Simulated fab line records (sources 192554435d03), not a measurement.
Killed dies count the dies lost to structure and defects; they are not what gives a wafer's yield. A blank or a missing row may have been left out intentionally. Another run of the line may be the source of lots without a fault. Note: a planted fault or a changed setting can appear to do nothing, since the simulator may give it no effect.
Chamber matching    flow n5_finfet    4 sister chambers for N5_FIN_SAQP_SPACER1_ALD_24 on ald_sin-01
The step deposits SiO2, target thk 20.3 nm, pulse time 1 s, purge time 2 s. 7 wafers are shown with their chamber, then 7 later ones without.

## WAFERS, EACH WITH ITS CHAMBER
wafer   chamber  heater_power_w (W)  precursor_pulse_height_rel
L134.6  2        482                 0.997
L135.2  3        373                 1.012
L137.1  1        413                 1.011
L137.4  0        473                 0.999
L137.5  0        459                 1.021
L149.1  2        480                 1.064
L149.4  1        413                 1.038

## WAFERS MISSING THEIR CHAMBER
wafer   heater_power_w (W)  precursor_pulse_height_rel
L149.5  488                 0.976
L151.2  384                 1.034
L151.3  465                 1.000
L151.5  460                 0.983
L152.1  399                 1.034
L152.2  476                 1.002
L152.3  455                 0.981

## WHICH CHAMBER EACH WENT THROUGH
wafer    from the rows above       in truth
L149.5   can't be placed: 2 or 0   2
L151.2   3                         3
L151.3   0                         0
L151.5   0                         0
L152.1   1                         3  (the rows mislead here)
L152.2   can't be placed: 2 or 0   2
L152.3   0                         0
Correct placement for 4 of the 7. Cannot be placed on the basis of these rows: 2; the candidates contain the true chamber in 2. Wrongly placed: 1.
How it was worked out, from the rows above alone: a wafer's distance from a chamber is the root of the sum, over the readings, of the square of ((its reading less the chamber's mean) divided by the reading's scatter). If the next closest chamber is less than 2 further off than the closest, the wafer can't be placed; otherwise it belongs to the closest. The mean given for a chamber averages the wafers shown for that chamber. The scatter is the square root of a quotient: the sum, over the shown wafers, of each reading's squared deviation from its chamber's mean, divided by wafers minus chambers.
